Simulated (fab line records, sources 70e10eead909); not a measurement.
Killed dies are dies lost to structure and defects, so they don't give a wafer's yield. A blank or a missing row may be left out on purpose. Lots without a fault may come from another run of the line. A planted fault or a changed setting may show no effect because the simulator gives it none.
Chamber matching | flow nand_harc | NHARC_A_M0_PRE_CLEAN_31 on pecvd-03: 3 sister chambers
The step time 12 s. 6 wafers are shown with their chamber, then 12 later ones without.

WAFERS WITH THEIR CHAMBER
wafer  | chamber | heater_power_w (W)
L089.4 | 0       | 674
L089.5 | 1       | 705
L089.6 | 2       | 525
L092.1 | 2       | 512
L092.2 | 0       | 635
L092.6 | 1       | 670

WAFERS WITHOUT THEIR CHAMBER
wafer  | heater_power_w (W)
L091.3 | 659
L091.4 | 581
L091.5 | 535
L096.1 | 663
L096.3 | 508
L096.4 | 676
L095.1 | 602
L095.2 | 508
L095.3 | 626
L095.4 | 522
L095.5 | 612
L095.6 | 625

WHICH CHAMBER EACH WENT THROUGH
wafer  | from the rows above          | in truth
L091.3 | can't be placed: 0 or 1      | 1
L091.4 | can't be placed: 2 or 0 or 1 | 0
L091.5 | 2                            | 2
L096.1 | can't be placed: 0 or 1      | 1
L096.3 | 2                            | 2
L096.4 | can't be placed: 1 or 0      | 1
L095.1 | can't be placed: 0 or 2 or 1 | 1
L095.2 | 2                            | 2
L095.3 | can't be placed: 0 or 1      | 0
L095.4 | 2                            | 2
L095.5 | can't be placed: 0 or 1      | 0
L095.6 | can't be placed: 0 or 1      | 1
Placed correctly: 4 of 12. Can't be placed from these rows: 8 (the true chamber is among the candidates in 8). Placed wrongly: 0.
How it was worked out, from the rows above alone: a wafer's distance from a chamber is the root of the sum, over the readings, of the square of ((its reading less the chamber's mean) divided by the reading's scatter). The wafer belongs to the nearest chamber; if the next one is less than 2 further off, it can't be placed. A chamber's mean is the mean of its shown wafers. The scatter: the root of (the sum of the squares of (reading less its chamber's mean) over the shown wafers, divided by (wafers less chambers)).
